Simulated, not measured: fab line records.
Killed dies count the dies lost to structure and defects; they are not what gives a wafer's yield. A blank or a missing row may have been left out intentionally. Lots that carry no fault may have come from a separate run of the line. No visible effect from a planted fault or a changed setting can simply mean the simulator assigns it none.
Comparing a struck lot with a sound one    flow nandHarc    15 out of 1302 route steps
Sound: wafers L835.2, L835.3, L835.6. Struck: wafers L834.3, L834.6 (left out: L834.2, a lot-mate that was not struck); the cause follows at the end.
At each step with rows: each side's tool, then ch and its chambers, then its first start. Under that, the readings that differ: sound wafers    struck wafers    difference of the means    sigmas: that difference in standard deviations of wafers without a fault.
alike: same words and numbers on both sides, and readings whose means sit less than 2 such deviations apart. not compared: any withheld reading, any reading some wafer has no value for, any bound like >300 that may hide the same value, and any number with overlapping values for which the record gives no deviation.
A row with sigmas, a row that says differs or no value, or rows on one side alone: a step with any of these is where the two part. Numbers that have no deviation but don't overlap get no sigmas and don't part them. A reading missing from all wafers of one side parts the sides only when that side holds two or more wafers.

first, 5 steps without rows for these wafers: NHARC_A_CONTACT_SOFTBAKE_03 (time 55 s); NHARC_A_CONTACT_EBR_04; NHARC_A_CONTACT_EXPOSE_05 (exposes mask A CC); NHARC_A_CONTACT_PEB_06 (peb time 65 s); NHARC_A_CONTACT_DEVELOP_07 (develop time 35 s).
NHARC_A_CONTACT_CD_MEAS_08: target cd 200 nm.
  sound on cdSem-03 ch 0, day 30 15:23; struck on cdSem-03 ch 0, day 30 12:40
  alike: cdNm
NHARC_A_CONTACT_OVL_MEAS_09:
  sound on overlay-02, day 30 15:28; struck on overlay-01, day 30 12:45
  alike: overlayXNm, overlayYNm
NHARC_A_CONTACT_INSPECT_10:
  sound on defectInspect-02, day 30 15:30; struck on defectInspect-02, day 30 12:47
  alike: rawDefectCount
NHARC_A_CONTACT_DESCUM_13: chemistry O2, time 3 s.
  sound on rieDiel-09 ch 0,2, day 30 15:34; struck on rieDiel-02 ch 0, day 30 12:51
  alike: drypumpMotorCurrentA, oesProductAu, rfVppV, showerheadPlenumPTorr, throttleValvePct
  not compared: rfHoursCounterH
NHARC_A_CONTACT_ETCH_88: etches the open film in CF4, target depth 39 nm, time 65 s.
  sound on rieDiel-09 ch 0,1,3, day 30 15:38; struck on rieDiel-02 ch 0,1, day 30 12:56
  alike: drypumpMotorCurrentA, oesProductAu, rfVppV, runLengthS, showerheadPlenumPTorr, throttleValvePct
  not compared: rfHoursCounterH
NHARC_A_CONTACT_ETCH_89: etches the open film in N2/H2, target depth 260 nm, time 475.3 s.
  sound on rieDiel-09 ch 0,1; struck on rieDiel-02 ch 0,3
  alike: drypumpMotorCurrentA, h2FlowSccm, oesProductAu, rfVppV, runLengthS, showerheadPlenumPTorr, throttleValvePct
  not compared: rfHoursCounterH
NHARC_A_CONTACT_ETCH_30: etches the open film in CF4/CHF3, target depth 72.6 nm, time 36.3 s.
  sound on rieDiel-09 ch 1,3; struck on rieDiel-02 ch 0,3
  alike: drypumpMotorCurrentA, oesProductAu, rfVppV, runLengthS, showerheadPlenumPTorr, throttleValvePct
  not compared: rfHoursCounterH
NHARC_A_CONTACT_ETCH_31: etches the open film in O2/COS, target depth 2800 nm, time 728 s.
  sound on rieDiel-09 ch 1,3, day 30 16:13; struck on rieDiel-02 ch 0,1, day 30 13:29
reading         sound              struck       difference  sigmas
runLengthS (s)  748.6 750.2 750.1  560.6 560.7  -189.0      -99 or more
  alike: drypumpMotorCurrentA, oesProductAu, rfVppV, showerheadPlenumPTorr, throttleValvePct
  not compared: rfHoursCounterH
NHARC_A_CONTACT_ETCH_134: etches the open film in C4F8/O2/Ar, time 140 s, target depth 700 nm.
  sound on harCapEtch-02 ch 0,1, day 30 16:41; struck on harCapEtch-03 ch 1, day 30 14:03
  alike: runLengthS
  not compared: rfHoursCounterH
-- the record jumps here: 2 days lie between the struck wafers' starts before and after (it left off in module A_CONTACT and takes up again in module END, whose first step shown is number 1302 of the route) --
NHARC_END_SORT_01:
  here the record holds rows for the struck wafers (prober-01 ch 0, day 32 19:46) but none for the sound ones

WHERE THEY PART
Last at NHARC_END_SORT_01 as far as this record goes, first at NHARC_A_CONTACT_ETCH_31.

WHY: what had been put in by the simulator
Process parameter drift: rieDiel-02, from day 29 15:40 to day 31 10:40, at NHARC_A_CONTACT_ETCH_31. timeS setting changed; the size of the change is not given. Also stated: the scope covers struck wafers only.
